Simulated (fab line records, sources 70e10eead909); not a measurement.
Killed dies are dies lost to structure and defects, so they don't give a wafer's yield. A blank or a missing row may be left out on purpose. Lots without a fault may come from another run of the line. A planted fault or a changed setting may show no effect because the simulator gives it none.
Chamber matching | flow nand_harc | NHARC_A_STAIRCASE_CMP_152 on cmp-04: 3 sister chambers
The step polishes. 14 wafers are shown with their chamber, then 4 later ones without.

WAFERS WITH THEIR CHAMBER
wafer  | chamber | motor_current_A (A)
L074.2 | 3       | 10.4
L074.3 | 1       | 11.8
L074.4 | 2       | 12.3
L076.1 | 2       | 13.4
L076.5 | 2       | 12.6
L076.6 | 1       | 11.8
L077.1 | 1       | 12.6
L077.5 | 1       | 12.6
L077.6 | 2       | 12.2
L093.1 | 2       | 12.7
L093.3 | 3       | 10.5
L093.5 | 2       | 12.5
L094.1 | 2       | 12.8
L094.4 | 1       | 11.9

SIGNATURES (means of the wafers above)
reading         | chamber 1 | chamber 2 | chamber 3 | scatter within a chamber
motor_current_A | 12.140    | 12.643    | 10.450    | 0.388
Rule: a wafer's distance from a chamber is the root of the sum, over the readings, of the square of ((its reading less the chamber's mean) divided by the reading's scatter). The wafer belongs to the nearest chamber; if the next one is less than 2 further off, it can't be placed. The scatter: the root of (the sum of the squares of (reading less its chamber's mean) over the shown wafers, divided by (wafers less chambers)).

WAFERS WITHOUT THEIR CHAMBER
wafer  | motor_current_A (A)
L095.3 | 13.2
L095.4 | 12.0
L096.1 | 11.9
L096.3 | 11.0

WHICH CHAMBER EACH WENT THROUGH
wafer  | from the rows above     | in truth
L095.3 | can't be placed: 2 or 1 | 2
L095.4 | can't be placed: 1 or 2 | 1
L096.1 | can't be placed: 1 or 2 | 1
L096.3 | can't be placed: 3 or 1 | 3
Placed correctly: 0 of 4. Can't be placed from these rows: 4 (the true chamber is among the candidates in 4). Placed wrongly: 0.
